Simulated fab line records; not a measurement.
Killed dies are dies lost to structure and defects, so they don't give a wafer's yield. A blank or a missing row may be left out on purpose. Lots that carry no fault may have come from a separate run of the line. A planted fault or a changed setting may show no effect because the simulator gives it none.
The tool behind it: which one? + flow nand-harc + Sampling: 15 lots, 45 wafers, 4 of 1302 route steps

WHAT EACH GAUGE READ, for each wafer
The record lacks any reading of a measuring or inspecting step that a usual standard deviation could be used to judge.

TOOL THAT RAN EACH LOT (tool first, then ch and the chambers of the sampled wafers, then the start)
| lot  | NHARC_A_CONTACT_DESCUM_74          | NHARC_A_CONTACT_ETCH_127             | NHARC_A_CONTACT_ETCH_130             | NHARC_A_CONTACT_ETCH_132             |
|------|------------------------------------|--------------------------------------|--------------------------------------|--------------------------------------|
| L771 | rie-diel-07 ch 0,2,3, day 22 04:49 | har-cap-etch-02 ch 0,1, day 22 06:56 | har-cap-etch-02 ch 0,1, day 22 07:28 | har-cap-etch-02 ch 0,1, day 22 07:49 |
| L773 | rie-diel-07 ch 0,1,2, day 22 13:59 | har-cap-etch-03 ch 0,1, day 22 16:04 | har-cap-etch-03 ch 0,1, day 22 16:36 | har-cap-etch-03 ch 0,1, day 22 16:58 |
| L772 | rie-diel-12 ch 0,3, day 22 17:04   | har-cap-etch-02 ch 0,1, day 22 19:16 | har-cap-etch-02 ch 0,1, day 22 19:48 | har-cap-etch-02 ch 0,1, day 22 20:10 |
| L774 | rie-diel-07 ch 0,1, day 22 22:57   | har-cap-etch-03 ch 0,1, day 23 01:02 | har-cap-etch-03 ch 0,1, day 23 01:34 | har-cap-etch-03 ch 0,1, day 23 01:56 |
| L776 | rie-diel-12 ch 1,3, day 23 09:29   | har-cap-etch-02 ch 1, day 23 13:16   | har-cap-etch-02 ch 1, day 23 13:48   | har-cap-etch-02 ch 1, day 23 14:09   |
| L775 | rie-diel-07 ch 0,1,3, day 23 20:22 | har-cap-etch-03 ch 0,1, day 23 22:29 | har-cap-etch-03 ch 0,1, day 23 23:01 | har-cap-etch-03 ch 0,1, day 23 23:23 |
| L782 | rie-diel-12 ch 1,3, day 26 11:59   | har-cap-etch-01 ch 0,1, day 26 14:23 | har-cap-etch-01 ch 0,1, day 26 14:55 | har-cap-etch-01 ch 0,1, day 26 15:16 |
| L785 | rie-diel-04 ch 0,2,3, day 27 06:16 | har-cap-etch-02 ch 0,1, day 27 08:20 | har-cap-etch-02 ch 0,1, day 27 08:52 | har-cap-etch-02 ch 0,1, day 27 09:13 |
| L783 | rie-diel-12 ch 2,3, day 27 07:52   | har-cap-etch-03 ch 0,1, day 27 10:00 | har-cap-etch-03 ch 0,1, day 27 10:32 | har-cap-etch-03 ch 0,1, day 27 10:53 |
| L786 | rie-diel-12 ch 2,3, day 27 22:46   | har-cap-etch-02 ch 0,1, day 28 00:52 | har-cap-etch-02 ch 0,1, day 28 01:24 | har-cap-etch-02 ch 0,1, day 28 01:45 |
| L789 | rie-diel-07 ch 1,2,3, day 29 19:37 | har-cap-etch-02 ch 0,1, day 29 21:55 | har-cap-etch-02 ch 0,1, day 29 22:26 | har-cap-etch-02 ch 0,1, day 29 22:47 |
| L793 | rie-diel-07 ch 2,3, day 30 11:05   | har-cap-etch-02 ch 0,1, day 30 13:31 | har-cap-etch-02 ch 0,1, day 30 14:03 | har-cap-etch-02 ch 0,1, day 30 14:24 |
| L791 | rie-diel-04 ch 1,2,3, day 30 11:35 | har-cap-etch-03 ch 0,1, day 30 13:41 | har-cap-etch-03 ch 0,1, day 30 14:13 | har-cap-etch-03 ch 0,1, day 30 14:34 |
| L792 | rie-diel-07 ch 0,1,3, day 30 20:52 | har-cap-etch-03 ch 1, day 30 23:01   | har-cap-etch-03 ch 1, day 30 23:33   | har-cap-etch-03 ch 1, day 30 23:54   |
| L794 | rie-diel-12 ch 0,2,3, day 31 09:58 | har-cap-etch-02 ch 0,1, day 31 12:04 | har-cap-etch-02 ch 0,1, day 31 12:35 | har-cap-etch-02 ch 0,1, day 31 12:56 |
- NHARC_A_CONTACT_DESCUM_74: chemistry O2, time 3 s.
- NHARC_A_CONTACT_ETCH_127: etches the open film in C4F8/O2/Ar, time 197 s, target depth 1918 nm.
- NHARC_A_CONTACT_ETCH_130: etches the open film in C4F8/O2/Ar, time 197 s, target depth 1918 nm.
- NHARC_A_CONTACT_ETCH_132: etches the open film in C4F8/O2/Ar, time 197 s, target depth 1924 nm.

AS READ BY THE TOOLS THEMSELVES (means over the sampled wafers that have a number; for cases with no such wafer, the mark the record gives instead)
NHARC_A_CONTACT_DESCUM_74.
| lot  | tool        | drypump-motor-current-A (A) | oes-product-au (a.u.) | rf-vpp-V (V) | showerhead-plenum-p-Torr (Torr) | throttle-valve-pct (%) |
|------|-------------|-----------------------------|-----------------------|--------------|---------------------------------|------------------------|
| L771 | rie-diel-07 | 6.1                         | 1.010                 | 57.3         | 1.91                            | 11.316                 |
| L773 | rie-diel-07 | 6.2                         | 0.996                 | 57.6         | 1.90                            | 11.301                 |
| L772 | rie-diel-12 | 5.8                         | 1.001                 | 57.9         | 1.89                            | 11.319                 |
| L774 | rie-diel-07 | 6.0                         | 1.002                 | 57.5         | 1.87                            | 11.310                 |
| L776 | rie-diel-12 | 6.0                         | 1.004                 | 57.4         | 1.83                            | 11.317                 |
| L775 | rie-diel-07 | 5.8                         | 1.008                 | 57.7         | 1.90                            | 11.319                 |
| L782 | rie-diel-12 | 6.0                         | 1.002                 | 57.2         | 1.83                            | 11.307                 |
| L785 | rie-diel-04 | 5.7                         | 0.996                 | 57.2         | 1.81                            | 11.309                 |
| L783 | rie-diel-12 | 5.6                         | 1.006                 | 57.3         | 1.81                            | 11.301                 |
| L786 | rie-diel-12 | 5.4                         | 0.995                 | 58.2         | 1.85                            | 11.304                 |
| L789 | rie-diel-07 | 5.9                         | 1.001                 | 57.7         | 1.91                            | 11.302                 |
| L793 | rie-diel-07 | 6.3                         | 0.990                 | 58.2         | 1.92                            | 11.320                 |
| L791 | rie-diel-04 | 5.7                         | 0.995                 | 56.5         | 1.82                            | 11.304                 |
| L792 | rie-diel-07 | 5.8                         | 1.007                 | 57.7         | 1.88                            | 11.311                 |
| L794 | rie-diel-12 | 5.6                         | 0.994                 | 57.9         | 1.86                            | 11.313                 |

NHARC_A_CONTACT_ETCH_127.
| lot  | tool            | chamber-pressure-mTorr (mTorr) | oes-air-line-au (a.u.) |
|------|-----------------|--------------------------------|------------------------|
| L771 | har-cap-etch-02 | 19.988                         | 1.017                  |
| L773 | har-cap-etch-03 | 20.006                         | 1.011                  |
| L772 | har-cap-etch-02 | 20.022                         | 1.014                  |
| L774 | har-cap-etch-03 | 19.985                         | 1.001                  |
| L776 | har-cap-etch-02 | 19.985                         | 1.013                  |
| L775 | har-cap-etch-03 | 19.996                         | 0.992                  |
| L782 | har-cap-etch-01 | 19.995                         | 0.986                  |
| L785 | har-cap-etch-02 | -                              | -                      |
| L783 | har-cap-etch-03 | -                              | -                      |
| L786 | har-cap-etch-02 | -                              | -                      |
| L789 | har-cap-etch-02 | 20.015                         | 0.995                  |
| L793 | har-cap-etch-02 | 19.992                         | 1.008                  |
| L791 | har-cap-etch-03 | 19.995                         | 0.988                  |
| L792 | har-cap-etch-03 | 20.002                         | 1.008                  |
| L794 | har-cap-etch-02 | 20.002                         | 1.000                  |

NHARC_A_CONTACT_ETCH_130.
| lot  | tool            | chamber-pressure-mTorr (mTorr) | oes-air-line-au (a.u.) |
|------|-----------------|--------------------------------|------------------------|
| L771 | har-cap-etch-02 | 20.006                         | 0.987                  |
| L773 | har-cap-etch-03 | 19.986                         | 1.008                  |
| L772 | har-cap-etch-02 | 20.009                         | 1.014                  |
| L774 | har-cap-etch-03 | 19.990                         | 0.968                  |
| L776 | har-cap-etch-02 | 19.994                         | 0.986                  |
| L775 | har-cap-etch-03 | 19.995                         | 1.012                  |
| L782 | har-cap-etch-01 | 20.002                         | 1.002                  |
| L785 | har-cap-etch-02 | 20.008                         | 0.977                  |
| L783 | har-cap-etch-03 | 19.998                         | 1.002                  |
| L786 | har-cap-etch-02 | 20.029                         | 1.015                  |
| L789 | har-cap-etch-02 | 19.994                         | 1.014                  |
| L793 | har-cap-etch-02 | 19.995                         | 1.016                  |
| L791 | har-cap-etch-03 | 19.988                         | 1.001                  |
| L792 | har-cap-etch-03 | 20.009                         | 0.983                  |
| L794 | har-cap-etch-02 | 20.013                         | 1.016                  |

NHARC_A_CONTACT_ETCH_132.
| lot  | tool            | chamber-pressure-mTorr (mTorr) | oes-air-line-au (a.u.) |
|------|-----------------|--------------------------------|------------------------|
| L771 | har-cap-etch-02 | 20.015                         | 0.995                  |
| L773 | har-cap-etch-03 | 19.992                         | 0.982                  |
| L772 | har-cap-etch-02 | 19.995                         | 1.010                  |
| L774 | har-cap-etch-03 | 20.014                         | 1.027                  |
| L776 | har-cap-etch-02 | 19.991                         | 1.003                  |
| L775 | har-cap-etch-03 | 19.998                         | 1.006                  |
| L782 | har-cap-etch-01 | 20.002                         | 1.001                  |
| L785 | har-cap-etch-02 | 20.016                         | 1.018                  |
| L783 | har-cap-etch-03 | 20.004                         | 0.993                  |
| L786 | har-cap-etch-02 | 19.983                         | 0.998                  |
| L789 | har-cap-etch-02 | 20.007                         | 0.997                  |
| L793 | har-cap-etch-02 | 19.998                         | 0.991                  |
| L791 | har-cap-etch-03 | 20.026                         | 1.008                  |
| L792 | har-cap-etch-03 | 19.995                         | 1.003                  |
| L794 | har-cap-etch-02 | 19.998                         | 1.002                  |

THE ANSWER, worked out from the rows above alone
Rule: the usual values come from the lots themselves. The widest of any qualifying gaps counts: lots, ordered by their means at a reading, are off when they make up no more than a third of the lots, leave a main group of 4 or more, and stand apart from it by 3 or more times the standard deviation of that group's means. Not used: any main group whose means are identical at the precision the tables above print for the reading. Also off: a lot with no number at a reading for which 4 or more lots have one. The other lots that the step has rows for count as sound. After the gauges, taken in route order, come the tools' own readings; for these a lot's mean is taken, as printed above. The first step at which some lot is off is used, and at that step the reading that is off furthest; a lot without a number counts as furthest.
Off, at NHARC_A_CONTACT_ETCH_127 on chamber-pressure-mTorr: L785, L783, L786. Without a number there: L785, L783, L786. Main group: mean 19.999 mTorr, sd 0.011.
A tool fits if, at that step or a process step before it, it ran every lot that is off, and no sound lot after the first of them. Of those tried, none fits.

WHAT HAD BEEN PUT IN BY THE SIMULATOR
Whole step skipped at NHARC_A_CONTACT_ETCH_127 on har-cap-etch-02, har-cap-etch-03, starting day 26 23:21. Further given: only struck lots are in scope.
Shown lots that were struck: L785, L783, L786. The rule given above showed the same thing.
